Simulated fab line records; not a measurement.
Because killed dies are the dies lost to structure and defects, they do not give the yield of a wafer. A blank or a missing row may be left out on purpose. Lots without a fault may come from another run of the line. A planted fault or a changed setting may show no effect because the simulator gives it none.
fab line records / flow n5_finfet
record: lots: 7 wafers: 21
route steps=1938 shown BEOL_M15@1779 MIM_BOT_ETCH@1866 TV_LITHO@1879
start_h: the number of hours between the record's first day and the start of the first shown wafer of the lot / wait_h: hours from the lot's prior step to this one / " as in the row above / L1.1+2: a single row standing in for several wafers / - no value present, or no start provided / * or withheld: withheld / < > ~ a bound
route shown NAME@n: a module of which the file shows steps, and the number in the route of the first / usual: mean/standard deviation taken from wafers without a fault / same: alike in all rows / chamber/n: place in a boat / sites: per-site readings / _std_site: their standard deviation / _edge_site: the outer-site mean with the inner-site mean subtracted / radius_mm: for every site, how far away it sits from the centre of the wafer / mask NAME#n: copy n / behind: tool/chamber where the wafer was last shaped / hold: why the lot went on hold/how many hours it stayed there/how the hold came to an end / device: transistor that didn't switch, given as n, p or np / end of line: the route-end tests of the same wafers / a step given without rows: its recipe and nothing more / killed: dies that structure and defects cost at the first sort, which is not the same as the wafer's yield / map: a wafer's dies, x killed, . not, _ none there
set.NAME: the setting as run; set.NAME@STEP: as run at that earlier step / model.NAME: the simulator's own value behind a step, which no gauge read
one table per step and one row per wafer, for lots whose settings were changed on purpose
== steps ==
step: N5_BEOL_M15_EXPOSE_07
recipe: mask_id: V14 na: 0.8 source_shape: annular sigma_inner: 0.5 sigma_outer: 0.8 polarization: unpolarized attpsm_phase_deg: 180 dose_mj: 41.25
lot.wafer=L074.2+6 tool=krf_scanner-01 chamber=0 start_h=259.33 wait_h=- mask=V14#0 set.dose_mj=41.25
lot.wafer=L074.4 tool=krf_scanner-01 chamber=0 start_h=259.33 wait_h=- mask=V14#0 set.dose_mj=39.75
lot.wafer=L075.2+4+6 tool=krf_scanner-02 chamber=0 start_h=264.61 wait_h=- mask=V14#0 set.dose_mj=41.25
lot.wafer=L082.3+6 tool=krf_scanner-01 chamber=0 start_h=309.45 wait_h=- mask=V14#0 set.dose_mj=41.25
lot.wafer=L082.4 tool=krf_scanner-01 chamber=0 start_h=309.45 wait_h=- mask=V14#0 set.dose_mj=42.05
lot.wafer=L084.3+4+6 tool=krf_scanner-01 chamber=0 start_h=319.06 wait_h=- mask=V14#0 set.dose_mj=41.25
lot.wafer=L086.1+2+6 tool=krf_scanner-01 chamber=0 start_h=332.61 wait_h=- mask=V14#0 set.dose_mj=41.25
lot.wafer=L095.1+4 tool=krf_scanner-02 chamber=0 start_h=375.36 wait_h=- mask=V14#0 set.dose_mj=44.15
lot.wafer=L095.6 tool=krf_scanner-02 chamber=0 start_h=375.36 wait_h=- mask=V14#0 set.dose_mj=41.25
lot.wafer=L093.1 tool=krf_scanner-02 chamber=0 start_h=397.43 wait_h=- mask=V14#0 set.dose_mj=44.02
lot.wafer=L093.2+4 tool=krf_scanner-02 chamber=0 start_h=397.43 wait_h=- mask=V14#0 set.dose_mj=41.25
step: N5_BEOL_M15_PEB_08
recipe: peb_temp_c: 130 peb_time_s: 90
step: N5_BEOL_M15_DEVELOP_09
recipe: develop_time_s: 45 rinse_liquid: diw dry: air_spin dev_temp_c: 21
step: N5_BEOL_M15_HARDBAKE_14
recipe: temp_c: 130 time_s: 120
step: N5_BEOL_M15_CD_MEAS_10
recipe: target_cd_nm: 360 landing_energy_ev: 500 detector: se_inlens polarity: opening
usual: cd_nm: 361.1/1.9
lot.wafer=L074.2 tool=cd_sem-02 chamber=0 start_h=259.50 wait_h=- set.dose_mj@BEOL_M15_EXPOSE_07=41.25 cd_nm=361.6
lot.wafer=L074.4 tool=cd_sem-02 chamber=0 start_h=259.50 wait_h=- set.dose_mj@BEOL_M15_EXPOSE_07=39.75 cd_nm=354.2
lot.wafer=L074.6 tool=cd_sem-02 chamber=0 start_h=259.50 wait_h=- set.dose_mj@BEOL_M15_EXPOSE_07=41.25 cd_nm=360.2
lot.wafer=L075.2 tool=cd_sem-01 chamber=0 start_h=264.78 wait_h=- set.dose_mj@BEOL_M15_EXPOSE_07=41.25 cd_nm=362.6
lot.wafer=L075.4 tool=cd_sem-01 chamber=0 start_h=264.78 wait_h=- set.dose_mj@BEOL_M15_EXPOSE_07=41.25 cd_nm=361.5
lot.wafer=L075.6 tool=cd_sem-01 chamber=0 start_h=264.78 wait_h=- set.dose_mj@BEOL_M15_EXPOSE_07=41.25 cd_nm=360.5
lot.wafer=L082.3 tool=cd_sem-01 chamber=0 start_h=309.62 wait_h=- set.dose_mj@BEOL_M15_EXPOSE_07=41.25 cd_nm=361.7
lot.wafer=L082.4 tool=cd_sem-01 chamber=0 start_h=309.62 wait_h=- set.dose_mj@BEOL_M15_EXPOSE_07=42.05 cd_nm=365.0
lot.wafer=L082.6 tool=cd_sem-01 chamber=0 start_h=309.62 wait_h=- set.dose_mj@BEOL_M15_EXPOSE_07=41.25 cd_nm=358.7
lot.wafer=L084.3 tool=cd_sem-01 chamber=0 start_h=319.22 wait_h=- set.dose_mj@BEOL_M15_EXPOSE_07=41.25 cd_nm=364.7
lot.wafer=L084.4 tool=cd_sem-01 chamber=0 start_h=319.22 wait_h=- set.dose_mj@BEOL_M15_EXPOSE_07=41.25 cd_nm=365.3
lot.wafer=L084.6 tool=cd_sem-01 chamber=0 start_h=319.22 wait_h=- set.dose_mj@BEOL_M15_EXPOSE_07=41.25 cd_nm=365.6
lot.wafer=L086.1 tool=cd_sem-02 chamber=0 start_h=332.79 wait_h=- set.dose_mj@BEOL_M15_EXPOSE_07=41.25 cd_nm=363.1
lot.wafer=L086.2 tool=cd_sem-02 chamber=0 start_h=332.79 wait_h=- set.dose_mj@BEOL_M15_EXPOSE_07=41.25 cd_nm=359.5
lot.wafer=L086.6 tool=cd_sem-02 chamber=0 start_h=332.79 wait_h=- set.dose_mj@BEOL_M15_EXPOSE_07=41.25 cd_nm=362.9
lot.wafer=L095.1 tool=cd_sem-03 chamber=0 start_h=375.53 wait_h=- set.dose_mj@BEOL_M15_EXPOSE_07=44.15 cd_nm=371.6
lot.wafer=L095.4 tool=cd_sem-03 chamber=0 start_h=375.53 wait_h=- set.dose_mj@BEOL_M15_EXPOSE_07=44.15 cd_nm=372.4
lot.wafer=L095.6 tool=cd_sem-03 chamber=0 start_h=375.53 wait_h=- set.dose_mj@BEOL_M15_EXPOSE_07=41.25 cd_nm=363.5
lot.wafer=L093.1 tool=cd_sem-02 chamber=0 start_h=397.60 wait_h=- set.dose_mj@BEOL_M15_EXPOSE_07=44.02 cd_nm=371.1
lot.wafer=L093.2 tool=cd_sem-02 chamber=0 start_h=397.60 wait_h=- set.dose_mj@BEOL_M15_EXPOSE_07=41.25 cd_nm=357.6
lot.wafer=L093.4 tool=cd_sem-02 chamber=0 start_h=397.60 wait_h=- set.dose_mj@BEOL_M15_EXPOSE_07=41.25 cd_nm=360.1
step: N5_BEOL_M15_DESCUM_15
recipe: chemistry: O2 time_s: 7.9 source_power_w: 50 bias_power_w: 20 pressure_mtorr: 20 rf_frequency_hz: 2.712e+07 temp_c: 40 o2_flow_sccm: 225
step: N5_BEOL_M15_ETCH_59
recipe: chemistry: N2/H2 target: BARC target_depth_a: 890 overetch_a: 267 time_s: 67.9 ion_energy_ev: 200 pressure_mtorr: 30 source_w: 840 bias_w: 150 n2_flow_sccm: 200 h2_flow_sccm: 200
lot.wafer=L074.2 tool=rie_diel-04 chamber=3 start_h=259.62 wait_h=0.0 set.spin_rpm@BEOL_M15_COAT_04=1704 model.coat_of_BEOL_M15_COAT_04.thk_nm=712.2
lot.wafer=L074.4 tool=rie_diel-04 chamber=1 start_h=259.62 wait_h=0.0 set.spin_rpm@BEOL_M15_COAT_04=1704 model.coat_of_BEOL_M15_COAT_04.thk_nm=716.6
lot.wafer=L074.6 tool=rie_diel-04 chamber=3 start_h=259.62 wait_h=0.0 set.spin_rpm@BEOL_M15_COAT_04=1786 model.coat_of_BEOL_M15_COAT_04.thk_nm=696.4
lot.wafer=L075.2 tool=rie_diel-05 chamber=0 start_h=264.90 wait_h=0.0 set.spin_rpm@BEOL_M15_COAT_04=1650 model.coat_of_BEOL_M15_COAT_04.thk_nm=729.2
lot.wafer=L075.4 tool=rie_diel-05 chamber=2 start_h=264.90 wait_h=0.0 set.spin_rpm@BEOL_M15_COAT_04=1704 model.coat_of_BEOL_M15_COAT_04.thk_nm=718.6
lot.wafer=L075.6 tool=rie_diel-05 chamber=3 start_h=264.90 wait_h=0.0 set.spin_rpm@BEOL_M15_COAT_04=1704 model.coat_of_BEOL_M15_COAT_04.thk_nm=716.8
lot.wafer=L082.3 tool=rie_diel-04 chamber=0 start_h=309.74 wait_h=0.0 set.spin_rpm@BEOL_M15_COAT_04=1704 model.coat_of_BEOL_M15_COAT_04.thk_nm=718.2
lot.wafer=L082.4 tool=rie_diel-04 chamber=2 start_h=309.74 wait_h=0.0 set.spin_rpm@BEOL_M15_COAT_04=1533 model.coat_of_BEOL_M15_COAT_04.thk_nm=760.4
lot.wafer=L082.6 tool=rie_diel-04 chamber=0 start_h=309.74 wait_h=0.0 set.spin_rpm@BEOL_M15_COAT_04=1704 model.coat_of_BEOL_M15_COAT_04.thk_nm=719.6
lot.wafer=L084.3 tool=rie_diel-05 chamber=2 start_h=319.34 wait_h=0.0 set.spin_rpm@BEOL_M15_COAT_04=1840 model.coat_of_BEOL_M15_COAT_04.thk_nm=686.8
lot.wafer=L084.4 tool=rie_diel-05 chamber=1 start_h=319.34 wait_h=0.0 set.spin_rpm@BEOL_M15_COAT_04=1704 model.coat_of_BEOL_M15_COAT_04.thk_nm=720
lot.wafer=L084.6 tool=rie_diel-05 chamber=1 start_h=319.34 wait_h=0.0 set.spin_rpm@BEOL_M15_COAT_04=1704 model.coat_of_BEOL_M15_COAT_04.thk_nm=718.6
lot.wafer=L086.1 tool=rie_diel-05 chamber=2 start_h=332.91 wait_h=0.0 set.spin_rpm@BEOL_M15_COAT_04=1704 model.coat_of_BEOL_M15_COAT_04.thk_nm=720.6
lot.wafer=L086.2+6 tool=rie_diel-05 chamber=3,2 start_h=332.91 wait_h=0.0 set.spin_rpm@BEOL_M15_COAT_04=1704 model.coat_of_BEOL_M15_COAT_04.thk_nm=718
lot.wafer=L095.1 tool=rie_diel-03 chamber=3 start_h=376.89 wait_h=0.0 set.spin_rpm@BEOL_M15_COAT_04=1704 model.coat_of_BEOL_M15_COAT_04.thk_nm=716.2
lot.wafer=L095.4 tool=rie_diel-03 chamber=0 start_h=376.89 wait_h=0.0 set.spin_rpm@BEOL_M15_COAT_04=1704 model.coat_of_BEOL_M15_COAT_04.thk_nm=722
lot.wafer=L095.6 tool=rie_diel-03 chamber=3 start_h=376.89 wait_h=0.0 set.spin_rpm@BEOL_M15_COAT_04=1848 model.coat_of_BEOL_M15_COAT_04.thk_nm=684
lot.wafer=L093.1 tool=rie_diel-05 chamber=2 start_h=397.72 wait_h=0.0 set.spin_rpm@BEOL_M15_COAT_04=1704 model.coat_of_BEOL_M15_COAT_04.thk_nm=720
lot.wafer=L093.2 tool=rie_diel-05 chamber=1 start_h=397.72 wait_h=0.0 set.spin_rpm@BEOL_M15_COAT_04=1704 model.coat_of_BEOL_M15_COAT_04.thk_nm=722.2
lot.wafer=L093.4 tool=rie_diel-05 chamber=3 start_h=397.72 wait_h=0.0 set.spin_rpm@BEOL_M15_COAT_04=1704 model.coat_of_BEOL_M15_COAT_04.thk_nm=721.4
step: N5_BEOL_M15_VIA_ETCH_16
recipe: chemistry: C4F8/O2/Ar target: SiO2 he_inner_torr: 15 he_outer_torr: 30 target_depth_a: 17922 time_s: withheld ion_energy_ev: 800 pressure_mtorr: 20 source_w: 1905 bias_w: 2040 Ar_flow_sccm: 400 C4F8_flow_sccm: 16 O2_flow_sccm: 12 ends: cleared
lot.wafer=L074.2 tool=rie_diel-04 chamber=3 start_h=259.67 wait_h=0.0 set.spin_rpm@BEOL_M15_COAT_04=1704 model.coat_of_BEOL_M15_COAT_04.thk_nm=320.4
lot.wafer=L074.4 tool=rie_diel-04 chamber=1 start_h=259.67 wait_h=0.0 set.spin_rpm@BEOL_M15_COAT_04=1704 model.coat_of_BEOL_M15_COAT_04.thk_nm=338.2
lot.wafer=L074.6 tool=rie_diel-04 chamber=3 start_h=259.67 wait_h=0.0 set.spin_rpm@BEOL_M15_COAT_04=1786 model.coat_of_BEOL_M15_COAT_04.thk_nm=301
lot.wafer=L075.2 tool=rie_diel-05 chamber=0 start_h=264.96 wait_h=0.0 set.spin_rpm@BEOL_M15_COAT_04=1650 model.coat_of_BEOL_M15_COAT_04.thk_nm=344.8
lot.wafer=L075.4 tool=rie_diel-05 chamber=2 start_h=264.96 wait_h=0.0 set.spin_rpm@BEOL_M15_COAT_04=1704 model.coat_of_BEOL_M15_COAT_04.thk_nm=318
lot.wafer=L075.6 tool=rie_diel-05 chamber=3 start_h=264.96 wait_h=0.0 set.spin_rpm@BEOL_M15_COAT_04=1704 model.coat_of_BEOL_M15_COAT_04.thk_nm=326
lot.wafer=L082.3 tool=rie_diel-04 chamber=0 start_h=309.79 wait_h=0.0 set.spin_rpm@BEOL_M15_COAT_04=1704 model.coat_of_BEOL_M15_COAT_04.thk_nm=331.6
lot.wafer=L082.4 tool=rie_diel-04 chamber=2 start_h=309.79 wait_h=0.0 set.spin_rpm@BEOL_M15_COAT_04=1533 model.coat_of_BEOL_M15_COAT_04.thk_nm=366
lot.wafer=L082.6 tool=rie_diel-04 chamber=0 start_h=309.79 wait_h=0.0 set.spin_rpm@BEOL_M15_COAT_04=1704 model.coat_of_BEOL_M15_COAT_04.thk_nm=328.4
lot.wafer=L084.3 tool=rie_diel-05 chamber=2 start_h=319.40 wait_h=0.0 set.spin_rpm@BEOL_M15_COAT_04=1840 model.coat_of_BEOL_M15_COAT_04.thk_nm=300.2
lot.wafer=L084.4 tool=rie_diel-05 chamber=1 start_h=319.40 wait_h=0.0 set.spin_rpm@BEOL_M15_COAT_04=1704 model.coat_of_BEOL_M15_COAT_04.thk_nm=332.4
lot.wafer=L084.6 tool=rie_diel-05 chamber=1 start_h=319.40 wait_h=0.0 set.spin_rpm@BEOL_M15_COAT_04=1704 model.coat_of_BEOL_M15_COAT_04.thk_nm=331.8
lot.wafer=L086.1 tool=rie_diel-05 chamber=2 start_h=332.96 wait_h=0.0 set.spin_rpm@BEOL_M15_COAT_04=1704 model.coat_of_BEOL_M15_COAT_04.thk_nm=337.6
lot.wafer=L086.2 tool=rie_diel-05 chamber=3 start_h=332.96 wait_h=0.0 set.spin_rpm@BEOL_M15_COAT_04=1704 model.coat_of_BEOL_M15_COAT_04.thk_nm=340.8
lot.wafer=L086.6 tool=rie_diel-05 chamber=2 start_h=332.96 wait_h=0.0 set.spin_rpm@BEOL_M15_COAT_04=1704 model.coat_of_BEOL_M15_COAT_04.thk_nm=328.4
lot.wafer=L095.1 tool=rie_diel-03 chamber=3 start_h=376.95 wait_h=0.0 set.spin_rpm@BEOL_M15_COAT_04=1704 model.coat_of_BEOL_M15_COAT_04.thk_nm=343.6
lot.wafer=L095.4 tool=rie_diel-03 chamber=0 start_h=376.95 wait_h=0.0 set.spin_rpm@BEOL_M15_COAT_04=1704 model.coat_of_BEOL_M15_COAT_04.thk_nm=335
lot.wafer=L095.6 tool=rie_diel-03 chamber=3 start_h=376.95 wait_h=0.0 set.spin_rpm@BEOL_M15_COAT_04=1848 model.coat_of_BEOL_M15_COAT_04.thk_nm=301.6
lot.wafer=L093.1 tool=rie_diel-05 chamber=2 start_h=397.78 wait_h=0.0 set.spin_rpm@BEOL_M15_COAT_04=1704 model.coat_of_BEOL_M15_COAT_04.thk_nm=339.2
lot.wafer=L093.2 tool=rie_diel-05 chamber=1 start_h=397.78 wait_h=0.0 set.spin_rpm@BEOL_M15_COAT_04=1704 model.coat_of_BEOL_M15_COAT_04.thk_nm=343.2
lot.wafer=L093.4 tool=rie_diel-05 chamber=3 start_h=397.78 wait_h=0.0 set.spin_rpm@BEOL_M15_COAT_04=1704 model.coat_of_BEOL_M15_COAT_04.thk_nm=341.4
step: N5_MIM_BOT_ETCH_ETCH_04
recipe: chemistry: CF4/O2 target: SiNx target_depth_a: 260 time_s: 13 ion_energy_ev: 100 pressure_mtorr: 40 source_w: 535 bias_w: 49 Ar_flow_sccm: 100 cf4_flow_sccm: 100 O2_flow_sccm: 10
lot.wafer=L074.2 tool=rie_diel-06 chamber=1 start_h=276.85 wait_h=0.0 set.time_s=13 model.etch.depth_nm=25.7
lot.wafer=L074.4 tool=rie_diel-06 chamber=2 start_h=276.85 wait_h=0.0 set.time_s=14.44 model.etch.depth_nm=29.04
lot.wafer=L074.6 tool=rie_diel-06 chamber=2 start_h=276.85 wait_h=0.0 set.time_s=13 model.etch.depth_nm=26.05
lot.wafer=L075.2 tool=rie_diel-06 chamber=3 start_h=277.28 wait_h=0.0 set.time_s=13 model.etch.depth_nm=27.11
lot.wafer=L075.4 tool=rie_diel-06 chamber=2 start_h=277.28 wait_h=0.0 set.time_s=13 model.etch.depth_nm=26.17
lot.wafer=L075.6 tool=rie_diel-06 chamber=0 start_h=277.28 wait_h=0.0 set.time_s=13 model.etch.depth_nm=26.81
lot.wafer=L082.3 tool=rie_diel-02 chamber=1 start_h=320.32 wait_h=0.0 set.time_s=13 model.etch.depth_nm=24.6
lot.wafer=L082.4 tool=rie_diel-02 chamber=3 start_h=320.32 wait_h=0.0 set.time_s=13 model.etch.depth_nm=26.39
lot.wafer=L082.6 tool=rie_diel-02 chamber=3 start_h=320.32 wait_h=0.0 set.time_s=13 model.etch.depth_nm=26.85
lot.wafer=L084.3 tool=rie_diel-06 chamber=0 start_h=328.02 wait_h=0.0 set.time_s=10.73 model.etch.depth_nm=21.88
lot.wafer=L084.4 tool=rie_diel-06 chamber=3 start_h=328.02 wait_h=0.0 set.time_s=13 model.etch.depth_nm=27.19
lot.wafer=L084.6 tool=rie_diel-06 chamber=0 start_h=328.02 wait_h=0.0 set.time_s=13 model.etch.depth_nm=26.56
lot.wafer=L086.1 tool=rie_diel-06 chamber=1 start_h=343.30 wait_h=0.0 set.time_s=13 model.etch.depth_nm=25.32
lot.wafer=L086.2 tool=rie_diel-06 chamber=2 start_h=343.30 wait_h=0.0 set.time_s=13 model.etch.depth_nm=25.89
lot.wafer=L086.6 tool=rie_diel-06 chamber=3 start_h=343.30 wait_h=0.0 set.time_s=13 model.etch.depth_nm=26.7
lot.wafer=L095.1 tool=rie_diel-01 chamber=1 start_h=388.19 wait_h=0.0 set.time_s=10.73 model.etch.depth_nm=21.55
lot.wafer=L095.4 tool=rie_diel-01 chamber=3 start_h=388.19 wait_h=0.0 set.time_s=10.73 model.etch.depth_nm=22.15
lot.wafer=L095.6 tool=rie_diel-01 chamber=3 start_h=388.19 wait_h=0.0 set.time_s=10.73 model.etch.depth_nm=21.96
lot.wafer=L093.1 tool=rie_diel-06 chamber=3 start_h=407.58 wait_h=0.0 set.time_s=13 model.etch.depth_nm=26.59
lot.wafer=L093.2 tool=rie_diel-06 chamber=2 start_h=407.58 wait_h=0.0 set.time_s=12.06 model.etch.depth_nm=23.97
lot.wafer=L093.4 tool=rie_diel-06 chamber=1 start_h=407.58 wait_h=0.0 set.time_s=12.06 model.etch.depth_nm=23.22
step: N5_PASSIVATION_EXPOSE_07
recipe: mask_id: TV na: 0.55 source_shape: conventional sigma_outer: 0.8 polarization: unpolarized defocus_nm: 0 target_cd_nm: 3000 dose_mj: 22.75
lot.wafer=L074.2+4 tool=krf_scanner-02 chamber=0 start_h=280.80 wait_h=- mask=TV#0 set.dose_mj=24.24
lot.wafer=L074.6 tool=krf_scanner-02 chamber=0 start_h=280.80 wait_h=- mask=TV#0 set.dose_mj=22.75
lot.wafer=L075.2+6 tool=krf_scanner-01 chamber=0 start_h=281.58 wait_h=- mask=TV#0 set.dose_mj=21.85
lot.wafer=L075.4 tool=krf_scanner-01 chamber=0 start_h=281.58 wait_h=- mask=TV#0 set.dose_mj=22.75
lot.wafer=L082.3+4+6 tool=krf_scanner-02 chamber=0 start_h=321.38 wait_h=- mask=TV#0 set.dose_mj=22.75
lot.wafer=L084.3+4+6 tool=krf_scanner-01 chamber=0 start_h=329.98 wait_h=- mask=TV#0 set.dose_mj=22.75
lot.wafer=L086.1+2+6 tool=krf_scanner-02 chamber=0 start_h=345.31 wait_h=- mask=TV#0 set.dose_mj=22.75
lot.wafer=L095.1 tool=krf_scanner-01 chamber=0 start_h=390.23 wait_h=- mask=TV#0 set.dose_mj=22.75
lot.wafer=L095.4+6 tool=krf_scanner-01 chamber=0 start_h=390.23 wait_h=- mask=TV#0 set.dose_mj=22.13
lot.wafer=L093.1+2+4 tool=krf_scanner-01 chamber=0 start_h=410.85 wait_h=- mask=TV#0 set.dose_mj=22.75
step: N5_PASSIVATION_PEB_08
recipe: peb_temp_c: withheld peb_time_s: *
step: N5_PASSIVATION_DEVELOP_09
recipe: develop_time_s: 60 rinse_liquid: diw dry: air_spin dev_temp_c: 21
step: N5_PASSIVATION_HARDBAKE_11
recipe: temp_c: 130 time_s: 120
step: N5_PASSIVATION_CD_MEAS_10
recipe: target_cd_nm: 3000 landing_energy_ev: 500 detector: se_inlens
usual: cd_nm: 3000.3/2.6
lot.wafer=L074.2 tool=cd_sem-01 chamber=0 start_h=280.97 wait_h=- set.dose_mj@PASSIVATION_EXPOSE_07=24.24 cd_nm=3010.3
lot.wafer=L074.4 tool=cd_sem-01 chamber=0 start_h=280.97 wait_h=- set.dose_mj@PASSIVATION_EXPOSE_07=24.24 cd_nm=3013.5
lot.wafer=L074.6 tool=cd_sem-01 chamber=0 start_h=280.97 wait_h=- set.dose_mj@PASSIVATION_EXPOSE_07=22.75 cd_nm=2999.8
lot.wafer=L075.2 tool=cd_sem-03 chamber=0 start_h=281.75 wait_h=- set.dose_mj@PASSIVATION_EXPOSE_07=21.85 cd_nm=2989.8
lot.wafer=L075.4 tool=cd_sem-03 chamber=0 start_h=281.75 wait_h=- set.dose_mj@PASSIVATION_EXPOSE_07=22.75 cd_nm=3001.8
lot.wafer=L075.6 tool=cd_sem-03 chamber=0 start_h=281.75 wait_h=- set.dose_mj@PASSIVATION_EXPOSE_07=21.85 cd_nm=2993.6
lot.wafer=L082.3 tool=cd_sem-03 chamber=0 start_h=321.54 wait_h=- set.dose_mj@PASSIVATION_EXPOSE_07=22.75 cd_nm=3003.4
lot.wafer=L082.4 tool=cd_sem-03 chamber=0 start_h=321.54 wait_h=- set.dose_mj@PASSIVATION_EXPOSE_07=22.75 cd_nm=3003.2
lot.wafer=L082.6 tool=cd_sem-03 chamber=0 start_h=321.54 wait_h=- set.dose_mj@PASSIVATION_EXPOSE_07=22.75 cd_nm=3001.7
lot.wafer=L084.3 tool=cd_sem-03 chamber=0 start_h=330.15 wait_h=- set.dose_mj@PASSIVATION_EXPOSE_07=22.75 cd_nm=3001.0
lot.wafer=L084.4 tool=cd_sem-03 chamber=0 start_h=330.15 wait_h=- set.dose_mj@PASSIVATION_EXPOSE_07=22.75 cd_nm=3001.6
lot.wafer=L084.6 tool=cd_sem-03 chamber=0 start_h=330.15 wait_h=- set.dose_mj@PASSIVATION_EXPOSE_07=22.75 cd_nm=3004.2
lot.wafer=L086.1 tool=cd_sem-01 chamber=0 start_h=345.48 wait_h=- set.dose_mj@PASSIVATION_EXPOSE_07=22.75 cd_nm=3002.8
lot.wafer=L086.2 tool=cd_sem-01 chamber=0 start_h=345.48 wait_h=- set.dose_mj@PASSIVATION_EXPOSE_07=22.75 cd_nm=3002.4
lot.wafer=L086.6 tool=cd_sem-01 chamber=0 start_h=345.48 wait_h=- set.dose_mj@PASSIVATION_EXPOSE_07=22.75 cd_nm=3002.8
lot.wafer=L095.1 tool=cd_sem-03 chamber=0 start_h=390.41 wait_h=- set.dose_mj@PASSIVATION_EXPOSE_07=22.75 cd_nm=3003.8
lot.wafer=L095.4 tool=cd_sem-03 chamber=0 start_h=390.41 wait_h=- set.dose_mj@PASSIVATION_EXPOSE_07=22.13 cd_nm=2996.1
lot.wafer=L095.6 tool=cd_sem-03 chamber=0 start_h=390.41 wait_h=- set.dose_mj@PASSIVATION_EXPOSE_07=22.13 cd_nm=2994.8
lot.wafer=L093.1 tool=cd_sem-02 chamber=0 start_h=411.03 wait_h=- set.dose_mj@PASSIVATION_EXPOSE_07=22.75 cd_nm=3002.8
lot.wafer=L093.2 tool=cd_sem-02 chamber=0 start_h=411.03 wait_h=- set.dose_mj@PASSIVATION_EXPOSE_07=22.75 cd_nm=2997.5
lot.wafer=L093.4 tool=cd_sem-02 chamber=0 start_h=411.03 wait_h=- set.dose_mj@PASSIVATION_EXPOSE_07=22.75 cd_nm=2999.0
== key ==
split: step: N5_BEOL_M15_EXPOSE_07 setting: dose_mj stated: 41.25 by: wafer
response: step: N5_BEOL_M15_CD_MEAS_10 reading: cd_nm change: +1.57 per: 1% r: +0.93
split: step: N5_MIM_BOT_ETCH_ETCH_04 setting: time_s stated: 13 by: wafer
response: step: N5_MIM_BOT_ETCH_ETCH_04 reading: model.etch.depth_nm change: +0.3 per: 1% r: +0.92
split: step: N5_PASSIVATION_EXPOSE_07 setting: dose_mj stated: 22.75 by: wafer
response: step: N5_PASSIVATION_CD_MEAS_10 reading: cd_nm change: +2.15 per: 1% r: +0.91
split outside_this_file step=N5_BEOL_M15_COAT_04 setting=spin_rpm
split outside_this_file: this setting was split too, and the file shows its column; the key of that split is in another file
